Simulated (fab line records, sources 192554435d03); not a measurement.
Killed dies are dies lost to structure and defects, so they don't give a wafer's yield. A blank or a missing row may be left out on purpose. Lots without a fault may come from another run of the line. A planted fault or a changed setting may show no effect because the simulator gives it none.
fab line records | flow n5_finfet
record lots=7 wafers=21
route steps=1938 shown BEOL_M2@860 BEOL_M3@950 BEOL_M4@1027 BEOL_M5@1140
start_h: hours from the record's first day to the start of the lot's first wafer shown | wait_h: hours since the lot's step before | " the same as in the row above | L1.1+2: a row that stands for several wafers | - no value, or no start given | * or withheld: withheld | < > ~ a bound
route shown NAME@n: a module of which the file shows steps, and the number in the route of the first | usual: mean/standard deviation of fault-free wafers | same: alike in all rows | chamber/n: place in a boat | sites: the reading at each site | _std_site: their standard deviation | _edge_site: outer sites' mean less inner sites' | radius_mm: how far each site lies from the wafer's centre | mask NAME#n: copy n | behind: the tool/chamber that last shaped the wafer | hold: why the lot was held/for how many hours/how that ended | device: the transistor (n, p or np) that didn't switch | end of line: the same wafers' tests at the end of the route | a step without rows: its recipe alone | killed: dies lost to structure and defects at the first sort, not the wafer's yield | map: a wafer's dies, x killed, . not, _ none there
set.NAME: the setting as run; set.NAME@STEP: as run at that earlier step | model.NAME: the simulator's own value behind a step, which no gauge read
lots whose settings were changed on purpose; a table a step, a row a wafer
## steps
# step N5_BEOL_M2_ETCH_64
# recipe chemistry=N2/H2 target=SOC target_depth_a=750 overetch_a=225 mask_material=SiARC temp_c=40 time_s=121.9 ion_energy_ev=200 pressure_mtorr=30 source_w=840 bias_w=150 n2_flow_sccm=200 h2_flow_sccm=200
# usual rf_vpp_V=523.8/2.8
# columns lot.wafer tool chamber start_h wait_h set.bias_w set.dose_mj@BEOL_M2_EXPOSE_08 rf_vpp_V model.BEOL_M2.cd_offset_nm model.SiARC_of_BEOL_M2_COAT_62.thk_nm
L076.3 rie_diel-04 1 149.33 0.0 162.8 39.24 553.5 -1.2 5.6
L076.5 " 2 " " 162.8 41.25 548.4 -0.2 5.6
L076.6 " 3 " " 150 39.24 522.2 -1.2 6
L080.2 rie_diel-02 3 168.49 0.0 139.3 44.15 502.1 1.8 6.8
L080.5 " 0 " " 150 44.15 520.9 1.4 6.2
L080.6 " 3 " " 139.3 44.15 502.0 1.8 6.8
L082.3 rie_diel-03 1 173.63 0.0 150 41.25 525.0 -0.2 6.6
L082.5 " 2 " " 137.5 41.25 495.8 -0.4 7
L082.6 " 1 " " 150 41.25 523.4 -0.2 6.6
L084.1 rie_diel-02 0 192.74 0.0 150 38.51 520.3 -1.4 6.2
L084.2 " 2 " " 171.8 38.51 573.3 -1.4 4.8
L084.6 " 1 " " 150 41.25 526.7 -0.2 6.2
L094.1 rie_diel-04 3 259.65 0.0 150 41.25 522.7 -0.2 6
L094.4 " 3 " " 150 41.25 522.7 0 6
L094.5 " 1 " " 150 41.25 524.4 -0.2 6.2
L089.1 rie_diel-04 1 260.01 0.0 150 41.25 525.3 -0.2 6.2
L089.4 " 3 " " 132.6 39.33 482.0 -1.2 7
L089.6 " 2 " " 150 41.25 520.3 0.2 6.2
L091.3 rie_diel-03 0 263.54 0.0 150 41.25 528.7 0 6.2
L091.4 " 3 " " 150 41.25 527.3 0 6.2
L091.5 " 2 " " 150 41.25 522.7 -0.2 6.4
# step N5_BEOL_M2_STRIP_65
# recipe chemistry=N2/H2 temp_c=40 n2_flow_sccm=200 h2_flow_sccm=200 rf_frequency_hz=6e+07
# step N5_BEOL_M2_STRIP_75
# recipe chemistry=N2/H2 temp_c=40 n2_flow_sccm=200 h2_flow_sccm=200 rf_frequency_hz=6e+07
# step N5_BEOL_M2_STRIP_66
# recipe chemistry=CF4 resist=SiARC power_w=300 bias_power_w=75 pressure_mtorr=50 cf4_flow_sccm=150 rf_frequency_hz=6e+07
# step N5_BEOL_M2_HM_OPEN_17
# recipe chemistry=Cl2/BCl3 target_depth_a=200 overetch_a=60 target=TiN mask_material=SOC ion_energy_ev=150 pressure_mtorr=10 icp_w=1000 bias_w=126 Cl2_flow_sccm=53.25 bcl3_flow_sccm=21.75 Ar_flow_sccm=25
# columns lot.wafer tool chamber start_h wait_h set.dose_mj@BEOL_M2_EXPOSE_08 model.BEOL_M2.cd_offset_nm
L076.3 rie_metal-01 0 149.56 0.1 39.24 -1.4
L076.5 " 0 " " 41.25 -0.2
L076.6 " 0 " " 39.24 -1.2
L080.2+6 rie_metal-03 0 168.67 0.0 44.15 1.8
L080.5 " 1 " " 44.15 1.6
L082.3+6 rie_metal-02 1 173.83 0.1 41.25 -0.2
L082.5 " 0 " " 41.25 -0.4
L084.1+2 rie_metal-01 0,1 192.91 0.0 38.51 -1.4
L084.6 " 0 " " 41.25 -0.4
L094.1+5 rie_metal-01 1 259.82 0.0 41.25 0
L094.4 " 1 " " 41.25 0.2
L089.1 rie_metal-02 1 260.18 0.0 41.25 -0.2
L089.4 " 1 " " 39.33 -1
L089.6 " 0 " " 41.25 0.4
L091.3+4 rie_metal-03 0,1 263.75 0.1 41.25 0
L091.5 " 1 " " 41.25 -0.2
# step N5_BEOL_M2_TRENCH_ETCH_37
# recipe chemistry=C4F6/O2 target_depth_a=555.55 target=SiOC time_s=29.2 ion_energy_ev=250 pressure_mtorr=30 source_w=355 bias_w=185 Ar_flow_sccm=300 C4F6_flow_sccm=10 O2_flow_sccm=10
# columns lot.wafer tool chamber start_h wait_h set.time_s model.etch.depth_nm model.BEOL_M2.feature_depth_nm
L076.3 rie_diel-02 2 - - 29.2 57.54 57.6
L076.5 " 1 " " 29.2 55.67 55.6
L076.6 " 0 " " 29.2 55.13 55.2
L080.2 rie_diel-03 2 - - 34.28 62.62 62.6
L080.5 " 2 " " 29.2 53.55 53.6
L080.6 " 1 " " 34.28 63.91 64
L082.3 rie_diel-03 3 - - 29.2 54.96 55
L082.5 " 0 " " 29.2 54.81 54.8
L082.6 " 3 " " 29.2 55.24 55.2
L084.1 rie_diel-03 0 - - 29.2 55.33 55.4
L084.2 " 3 " " 23.38 44.4 44.4
L084.6 " 3 " " 23.38 44.33 44.4
L094.1 rie_diel-03 3 - - 29.2 55.59 55.6
L094.4 " 1 " " 29.2 53.97 54
L094.5 " 0 " " 29.2 57.22 57.2
L089.1 rie_diel-04 0 - - 24.39 47.8 47.8
L089.4 " 1 " " 24.39 47.44 47.4
L089.6 " 2 " " 24.39 46.69 46.6
L091.3 rie_diel-04 2 - - 29.2 54.97 55
L091.4 " 0 " " 23.89 46.11 46.2
L091.5 " 3 " " 23.89 46.07 46
# step N5_BEOL_M2_ETCH_41
# recipe chemistry=CH3F/O2 target=SiCN target_depth_a=299 taper_deg=2 time_s=52.5 ion_energy_ev=120 mask_material=TiN pressure_mtorr=30 source_w=395 bias_w=75 Ar_flow_sccm=150 CH3F_flow_sccm=30 O2_flow_sccm=20
# step N5_BEOL_M2_STRIP_97
# recipe chemistry=N2/H2 time_s=10 power_w=450 temp_c=40 pressure_mtorr=20 rf_frequency_hz=6e+07 bias_power_w=7 n2_flow_sccm=200 h2_flow_sccm=200
# step N5_BEOL_M2_PRECLEAN_42
# recipe chemistry=residue_remover time_s=60 temp_c=40
# step N5_BEOL_M2_SRD_43
# recipe time_s=30 temp_c=23 rinse_liquid=diw dry=ipa_marangoni
# step N5_BEOL_M2_CD_MEAS_35
# recipe target_cd_nm=18 target_cd_y_nm=22.2 polarity=opening
# usual cd_nm=18.1/0.32
# columns lot.wafer tool chamber start_h wait_h set.dose_mj@BEOL_M2_EXPOSE_08 cd_nm
L076.3 cd_sem-03 - 151.24 0.0 39.24 16.5
L076.5 " - " " 41.25 17.8
L076.6 " - " " 39.24 16.9
L080.2 cd_sem-01 - 173.14 0.0 44.15 19.6
L080.5 " - " " 44.15 19.8
L080.6 " - " " 44.15 20.0
L082.3 cd_sem-02 - 176.73 0.0 41.25 18.0
L082.5 " - " " 41.25 17.3
L082.6 " - " " 41.25 17.9
L084.1 cd_sem-01 - 195.00 0.0 38.51 16.2
L084.2 " - " " 38.51 16.7
L084.6 " - " " 41.25 17.8
L094.1 cd_sem-03 - 262.68 0.0 41.25 17.8
L094.4 " - " " 41.25 17.8
L094.5 " - " " 41.25 17.8
L089.1 cd_sem-02 - 263.01 0.0 41.25 17.9
L089.4 " - " " 39.33 16.6
L089.6 " - " " 41.25 17.8
L091.3 cd_sem-01 - 267.66 0.0 41.25 18.2
L091.4 " - " " 41.25 18.0
L091.5 " - " " 41.25 17.8
# step N5_BEOL_M2_DEGAS_44
# recipe ambient=vacuum temp_c=250 time_s=60
# step N5_BEOL_M2_PRE_CLEAN_45
# recipe gas=H2/He time_s=30 temp_c=250
# step N5_BEOL_M2_ECD_50
# recipe material=Cu target_thk_a=3000
# step N5_BEOL_M2_ANNEAL_51
# recipe temp_c=225 time_s=90 ambient=N2
# step N5_BEOL_M2_CMP_52
# recipe stop_on=SiOC t_overpolish_s=6.8 down_force_psi=1 platen_rpm=50 clearing_platen_down_force_psi=1.5 clearing_platen_rpm=50 post_cmp_clean=cu_alkaline target_thk_nm=40 clearing_platen_pad_velocity_m_s=0.99484 pad_velocity_m_s=0.99484
# columns lot.wafer tool chamber start_h wait_h set.time_s@BEOL_M2_TRENCH_ETCH_37 model.Cu_of_BEOL_M2_ECD_50.thk_nm
L076.3 cmp-01 1 154.70 0.2 29.2 41
L076.5 " 1 " " 29.2 40.2
L076.6 " 2 " " 29.2 39.8
L080.2 cmp-03 1 176.31 0.3 34.28 46.8
L080.6 " 1 " " 34.28 46.6
L080.5 " 2 " " 29.2 37.6
L082.3 cmp-03 3 181.70 0.3 29.2 39.8
L082.6 " 2 " " 29.2 37.8
L082.5 " 3 " " 29.2 40
L084.1 cmp-01 1 198.05 0.3 29.2 39.8
L084.2 " 3 " " 23.38 28.6
L084.6 " 2 " " 23.38 28.4
L094.4 cmp-01 2 265.98 0.2 29.2 38.6
L094.1 " 0 " " 29.2 40.2
L094.5 " 1 " " 29.2 41.2
L089.1 cmp-04 3 267.78 0.3 24.39 30.6
L089.4 " 2 " " 24.39 32
L089.6 " 3 " " 24.39 30.2
L091.3 cmp-03 3 272.54 0.2 29.2 41.6
L091.4 " 0 " " 23.89 31.2
L091.5 " 3 " " 23.89 30.8
# step N5_BEOL_M3_ETCH_64
# recipe chemistry=N2/H2 target=SOC target_depth_a=750 overetch_a=150 mask_material=SiARC temp_c=40 time_s=112.5 ion_energy_ev=200 pressure_mtorr=30 source_w=840 bias_w=150 n2_flow_sccm=200 h2_flow_sccm=200
# columns lot.wafer tool chamber start_h wait_h set.time_s model.SiARC_of_BEOL_M3_COAT_62.thk_nm
L076.3+5+6 rie_diel-01 3,2,3 156.78 0.0 112.5 6.8
L080.2 rie_diel-01 1 180.29 0.0 112.5 6.8
L080.5+6 " 1,2 " " 101 7.4
L082.3 rie_diel-01 3 185.64 0.0 89.3 8
L082.5 " 2 " " 112.5 6.8
L082.6 " 3 " " 89.3 7.8
L084.1+2+6 rie_diel-05 1,3,2 201.42 0.0 112.5 7
L094.1+4 rie_diel-01 2,3 268.09 0.0 112.5 6.8
L094.5 " 0 " " 112.5 6.6
L089.1 rie_diel-01 1 270.97 0.0 112.5 6.4
L089.4 " 0 " " 112.5 6.6
L089.6 " 2 " " 112.5 6.8
L091.3 rie_diel-01 1 275.96 0.0 112.5 6.4
L091.4 " 2 " " 89.54 7.8
L091.5 " 1 " " 89.54 7.6
# step N5_BEOL_M3_COAT_67
# recipe resist=SOC temp_c=250 time_s=60 spin_rpm=1500 resist_thk_nm=60
# columns lot.wafer tool chamber start_h wait_h set.spin_rpm model.SOC_of_BEOL_M3_COAT_67.thk_nm
L076.3 litho_track-04 0 157.17 0.0 1500 60
L076.5 " 0 " " 1575 58.2
L076.6 " 0 " " 1575 58.4
L080.2 litho_track-01 0 181.07 0.0 1667 57
L080.5 " 0 " " 1500 59.8
L080.6 " 0 " " 1500 60
L082.3+6 litho_track-02 0 186.03 0.0 1500 60.4
L082.5 " 0 " " 1500 60.2
L084.1 litho_track-04 0 201.99 0.0 1596 57.8
L084.2 " 0 " " 1500 59.8
L084.6 " 0 " " 1500 59.6
L094.1 litho_track-01 0 268.48 0.0 1500 60.2
L094.4+5 " 0 " " 1500 60
L089.1 litho_track-01 0 271.35 0.0 1500 59.6
L089.4+6 " 0 " " 1599 58.2
L091.3 litho_track-04 0 276.36 0.0 1500 60.4
L091.4 " 0 " " 1500 60
L091.5 " 0 " " 1500 60.2
# step N5_BEOL_M3_COAT_68
# recipe resist=SiARC temp_c=220 time_s=60 spin_rpm=1500 resist_thk_nm=12
# step N5_BEOL_M3_COAT_76
# recipe resist=underlayer temp_c=205 time_s=60 spin_rpm=1500 resist_thk_nm=5
# step N5_BEOL_M3_ALD_98
# recipe material=SiO2 target_thk_a=25 temp_c=100 ald_precursor_family=BDEAS ald_co_reactant=O2-plasma pulse_time_s=1 co_reactant_pulse_time_s=1 purge_time_s=2 co_reactant_purge_time_s=2 ald_cycles=17 pressure_torr=2
# step N5_BEOL_M3_ETCHBACK_99
# recipe chemistry=CHF3 target=SiO2 target_depth_a=50 time_s=10.4 source_w=215 bias_w=47 Ar_flow_sccm=200 CHF3_flow_sccm=12 ion_energy_ev=100 pressure_mtorr=30
# step N5_BEOL_M3_ETCH_70
# recipe chemistry=N2/H2 target=SOC target_depth_a=800 overetch_a=160 mask_material=SiARC temp_c=40 time_s=120 ion_energy_ev=200 pressure_mtorr=30 source_w=840 bias_w=150 n2_flow_sccm=200 h2_flow_sccm=200
# columns lot.wafer tool chamber start_h wait_h set.spin_rpm@BEOL_M3_COAT_67 model.etch.depth_nm
L076.3 rie_diel-01 0 158.78 0.0 1500 59.9
L076.5 " 3 " " 1575 58.25
L076.6 " 0 " " 1575 58.37
L080.2 rie_diel-01 2 184.57 0.0 1667 56.95
L080.5 " 1 " " 1500 59.84
L080.6 " 0 " " 1500 60.01
L082.3 rie_diel-05 0 187.78 0.0 1500 60.42
L082.5 " 1 " " 1500 60.15
L082.6 " 2 " " 1500 60.33
L084.1 rie_diel-06 2 202.81 0.0 1596 57.84
L084.2 " 1 " " 1500 59.78
L084.6 " 1 " " 1500 59.66
L094.1 rie_diel-05 2 272.28 0.0 1500 60.16
L094.4 " 0 " " 1500 60.06
L094.5 " 0 " " 1500 60.08
L089.1 rie_diel-01 0 277.23 0.0 1500 59.68
L089.4 " 2 " " 1599 58.15
L089.6 " 1 " " 1599 58.19
L091.3 rie_diel-01 2 283.15 0.0 1500 60.31
L091.4 " 2 " " 1500 60.04
L091.5 " 1 " " 1500 60.2
# step N5_BEOL_M3_STRIP_71
# recipe chemistry=N2/H2 temp_c=40 n2_flow_sccm=200 h2_flow_sccm=200 rf_frequency_hz=6e+07
# step N5_BEOL_M3_STRIP_78
# recipe chemistry=N2/H2 temp_c=40 n2_flow_sccm=200 h2_flow_sccm=200 rf_frequency_hz=6e+07
# step N5_BEOL_M3_VIA_ETCH_34
# recipe chemistry=C4F6/O2 target_depth_a=694 mask_material=SOC pressure_mtorr=15 ion_energy_ev=250 taper_deg=4 time_s=65.9 source_w=350 bias_w=170 Ar_flow_sccm=300 C4F6_flow_sccm=10 O2_flow_sccm=10
# columns lot.wafer tool chamber start_h wait_h set.spin_rpm@BEOL_M3_COAT_67 model.SOC_of_BEOL_M3_COAT_67.thk_nm
L076.3 rie_diel-01 0 158.88 0.0 1500 52
L076.5 " 3 " " 1575 50
L076.6 " 0 " " 1575 50.4
L080.2 rie_diel-01 2 184.67 0.0 1667 48.8
L080.5 " 1 " " 1500 51.8
L080.6 " 0 " " 1500 52
L082.3+5 rie_diel-05 0,1 187.88 0.0 1500 52.2
L082.6 " 2 " " 1500 52.4
L084.1 rie_diel-06 2 202.91 0.0 1596 49.6
L084.2+6 " 1 " " 1500 51.8
L094.1 rie_diel-05 2 272.38 0.0 1500 52.2
L094.4+5 " 0 " " 1500 52
L089.1 rie_diel-01 0 277.33 0.0 1500 51.8
L089.4+6 " 2,1 " " 1599 50
L091.3 rie_diel-01 2 283.25 0.0 1500 52.2
L091.4 " 2 " " 1500 52
L091.5 " 1 " " 1500 51.8
# step N5_BEOL_M4_COAT_73
# recipe resist=underlayer temp_c=205 time_s=60 spin_rpm=1500 resist_thk_nm=5
# columns lot.wafer tool chamber start_h wait_h set.spin_rpm
L076.3+5+6 litho_track-03 0 - - 1500
L080.2+5 litho_track-01 0 - - 1500
L080.6 " 0 " " 1419
L082.3+5 litho_track-03 0 - - 1589
L082.6 " 0 " " 1500
L084.1+6 litho_track-01 0 - - 1412
L084.2 " 0 " " 1500
L094.1+4+5 litho_track-05 0 - - 1500
L089.1+4+6 litho_track-05 0 - - 1500
L091.3+5 litho_track-05 0 - - 1500
L091.4 " 0 " " 1442
# step N5_BEOL_M4_EXPOSE_08
# recipe mask_id=M4 na=0.33 source_shape=dipole sigma_inner=0.369 sigma_outer=0.767 polarization=unpolarized dose_mj=41.25
# columns lot.wafer tool chamber start_h wait_h mask set.dose_mj
L076.3+5+6 euv_scanner-01 0 166.54 - M4#0 41.25
L080.2+5 euv_scanner-02 0 191.33 - M4#0 41.25
L080.6 " 0 " " M4#0 40.45
L082.3+5 euv_scanner-01 0 192.53 - M4#0 43.78
L082.6 " 0 " " M4#0 41.25
L084.1+2+6 euv_scanner-01 0 208.13 - M4#0 43.38
L094.1+4+5 euv_scanner-02 0 278.11 - M4#0 41.25
L089.1 euv_scanner-01 0 284.28 - M4#0 43.34
L089.4+6 " 0 " " M4#0 41.25
L091.3+5 euv_scanner-02 0 288.11 - M4#0 39.59
L091.4 " 0 " " M4#0 41.25
# step N5_BEOL_M4_PEB_09
# recipe peb_temp_c=100 peb_time_s=60 resist=CAR-EUV
# step N5_BEOL_M4_DEVELOP_10
# recipe develop_time_s=30 developer=TMAH resist=CAR-EUV rinse_liquid=surfactant_rinse dry=air_spin dev_temp_c=23
# step N5_BEOL_M4_CD_MEAS_11
# recipe target_cd_nm=16.79 landing_energy_ev=500 detector=se_inlens polarity=opening
# usual cd_nm=16.76/0.23
# columns lot.wafer tool chamber start_h wait_h set.dose_mj@BEOL_M4_EXPOSE_08 cd_nm
L076.3 cd_sem-02 0 166.66 - 41.25 16.76
L076.5 " 0 " " 41.25 17.13
L076.6 " 0 " " 41.25 16.71
L080.2 cd_sem-02 0 191.45 - 41.25 16.54
L080.5 " 0 " " 41.25 16.86
L080.6 " 0 " " 40.45 16.58
L082.3 cd_sem-02 0 192.65 - 43.78 17.79
L082.5 " 0 " " 43.78 17.82
L082.6 " 0 " " 41.25 16.35
L084.1 cd_sem-02 0 208.26 - 43.38 17.45
L084.2 " 0 " " 43.38 17.45
L084.6 " 0 " " 43.38 17.86
L094.1 cd_sem-03 0 278.24 - 41.25 16.52
L094.4 " 0 " " 41.25 16.66
L094.5 " 0 " " 41.25 16.35
L089.1 cd_sem-02 0 284.41 - 43.34 17.86
L089.4 " 0 " " 41.25 16.31
L089.6 " 0 " " 41.25 16.75
L091.3 cd_sem-02 0 288.23 - 39.59 15.97
L091.4 " 0 " " 41.25 16.52
L091.5 " 0 " " 39.59 15.89
# step N5_BEOL_M4_DESCUM_16
# recipe chemistry=O2 time_s=7 source_power_w=50 bias_power_w=20 pressure_mtorr=20 rf_frequency_hz=2.712e+07 temp_c=40 resist=CAR-EUV o2_flow_sccm=225
# step N5_BEOL_M4_ETCH_74
# recipe chemistry=N2/H2 target=underlayer target_depth_a=65 mask_material=CAR-EUV time_s=5.2 ion_energy_ev=200 pressure_mtorr=30 source_w=840 bias_w=150 n2_flow_sccm=200 h2_flow_sccm=200 ends=cleared
# columns lot.wafer tool chamber start_h wait_h set.spin_rpm@BEOL_M4_COAT_73 set.dose_mj@BEOL_M4_EXPOSE_08 model.BEOL_M4.cd_offset_nm model.etch.depth_nm
L076.3 rie_diel-02 0 167.35 0.0 1500 41.25 0 4.977
L076.5 " 2 " " 1500 41.25 0 5.008
L076.6 " 3 " " 1500 41.25 0 5.002
L080.2 rie_diel-02 0 192.16 0.0 1500 41.25 0.2 4.997
L080.5 " 1 " " 1500 41.25 0 5.008
L080.6 " 2 " " 1419 40.45 -0.4 5.153
L082.3 rie_diel-02 0 193.64 0.0 1589 43.78 1.2 4.845
L082.5 " 1 " " 1589 43.78 0.8 4.855
L082.6 " 0 " " 1500 41.25 -0.2 4.984
L084.1 rie_diel-03 0 208.42 0.0 1412 43.38 1.2 5.156
L084.2 " 3 " " 1500 43.38 0.6 5.002
L084.6 " 3 " " 1412 43.38 0.8 5.161
L094.1 rie_diel-04 2 278.48 0.0 1500 41.25 -0.2 4.999
L094.4 " 0 " " 1500 41.25 -0.2 4.991
L094.5 " 3 " " 1500 41.25 -0.2 4.994
L089.1 rie_diel-02 0 284.74 0.0 1500 43.34 1.4 4.995
L089.4 " 2 " " 1500 41.25 0 4.985
L089.6 " 0 " " 1500 41.25 0.2 4.994
L091.3 rie_diel-04 3 288.38 0.0 1500 39.59 -0.6 4.984
L091.4 " 2 " " 1442 41.25 -0.2 5.09
L091.5 " 1 " " 1500 39.59 -0.8 4.988
# step N5_BEOL_M4_ALD_98
# recipe material=SiO2 target_thk_a=25 temp_c=100 ald_precursor_family=BDEAS ald_co_reactant=O2-plasma pulse_time_s=1 co_reactant_pulse_time_s=1 purge_time_s=2 co_reactant_purge_time_s=2 ald_cycles=17 pressure_torr=2
# columns lot.wafer tool chamber start_h wait_h set.ald_cycles model.SiO2_of_BEOL_M4_ALD_98.thk_nm
L076.3+5 ald_sin-01 2,0 168.78 0.1 17 2.6
L076.6 " 3 " " 19 2.8
L080.2+6 ald_sin-03 2 194.15 0.1 17 2.6
L080.5 " 1 " " 19 2.8
L082.3 ald_sin-04 2 195.10 0.1 17 2.4
L082.5+6 " 1,2 " " 18 2.6
L084.1 ald_sin-01 1 209.94 0.1 17 2.6
L084.2+6 " 0 " " 15 2.2
L094.1+4+5 ald_sin-04 3,1,1 279.61 0.1 17 2.6
L089.1 ald_sin-01 1 285.93 0.1 20 3
L089.4+6 " 3,0 " " 17 2.4
L091.3+4+5 ald_sin-01 2,1,1 289.67 0.2 15 2.2
# step N5_BEOL_M5_COAT_66
# recipe resist=SiARC temp_c=220 time_s=60 spin_rpm=1500 resist_thk_nm=12
# columns lot.wafer tool chamber start_h wait_h set.spin_rpm model.SiARC_of_BEOL_M5_COAT_66.thk_nm
L076.3+5+6 litho_track-02 0 - - 1500 12
L080.2+5+6 litho_track-02 0 - - 1500 12
L082.3+5 litho_track-02 0 - - 1615 11.6
L082.6 " 0 " " 1500 12
L084.1+2+6 litho_track-04 0 - - 1500 12
L094.1+4+5 litho_track-03 0 - - 1500 12
L089.1 litho_track-04 0 - - 1335 12.6
L089.4 " 0 " " 1335 12.8
L089.6 " 0 " " 1500 12
L091.3+4 litho_track-02 0 - - 1500 12
L091.5 " 0 " " 1375 12.6
## key
split step=N5_BEOL_M2_ETCH_64 setting=bias_w stated=150 by=wafer
response step=N5_BEOL_M2_ETCH_64 reading=rf_vpp_V change=+3.37 per=1% r=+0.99
response step=N5_BEOL_M2_ETCH_64 reading=model.SiARC_of_BEOL_M2_COAT_62.thk_nm change=-0.0754 per=1% r=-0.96
split step=N5_BEOL_M2_TRENCH_ETCH_37 setting=time_s stated=29.2 by=wafer
response step=N5_BEOL_M2_TRENCH_ETCH_37 reading=model.etch.depth_nm change=+0.533 per=1% r=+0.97
response step=N5_BEOL_M2_TRENCH_ETCH_37 reading=model.BEOL_M2.feature_depth_nm change=+0.534 per=1% r=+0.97
response step=N5_BEOL_M2_CMP_52 reading=model.Cu_of_BEOL_M2_ECD_50.thk_nm change=+0.559 per=1% r=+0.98
split step=N5_BEOL_M3_ETCH_64 setting=time_s stated=112.5 by=wafer
response step=N5_BEOL_M3_ETCH_64 reading=model.SiARC_of_BEOL_M3_COAT_62.thk_nm change=-0.0585 per=1% r=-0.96
split step=N5_BEOL_M3_COAT_67 setting=spin_rpm stated=1500 by=wafer
response step=N5_BEOL_M3_COAT_67 reading=model.SOC_of_BEOL_M3_COAT_67.thk_nm change=-0.266 per=1% r=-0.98
response step=N5_BEOL_M3_ETCH_70 reading=model.etch.depth_nm change=-0.27 per=1% r=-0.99
response step=N5_BEOL_M3_VIA_ETCH_34 reading=model.SOC_of_BEOL_M3_COAT_67.thk_nm change=-0.298 per=1% r=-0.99
split step=N5_BEOL_M4_COAT_73 setting=spin_rpm stated=1500 by=wafer
response step=N5_BEOL_M4_ETCH_74 reading=model.etch.depth_nm change=-0.0258 per=1% r=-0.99
split step=N5_BEOL_M4_EXPOSE_08 setting=dose_mj stated=41.25 by=wafer
response step=N5_BEOL_M4_CD_MEAS_11 reading=cd_nm change=+0.22 per=1% r=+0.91
response step=N5_BEOL_M4_ETCH_74 reading=model.BEOL_M4.cd_offset_nm change=+0.203 per=1% r=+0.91
split step=N5_BEOL_M4_ALD_98 setting=ald_cycles stated=17 by=wafer
response step=N5_BEOL_M4_ALD_98 reading=model.SiO2_of_BEOL_M4_ALD_98.thk_nm change=+0.0278 per=1% r=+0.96
split step=N5_BEOL_M5_COAT_66 setting=spin_rpm stated=1500 by=wafer
response step=N5_BEOL_M5_COAT_66 reading=model.SiARC_of_BEOL_M5_COAT_66.thk_nm change=-0.0633 per=1% r=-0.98
split outside_this_file step=N5_BEOL_M2_EXPOSE_08 setting=dose_mj
# split outside_this_file: this setting was split too, and the file shows its column; the key of that split is in another file
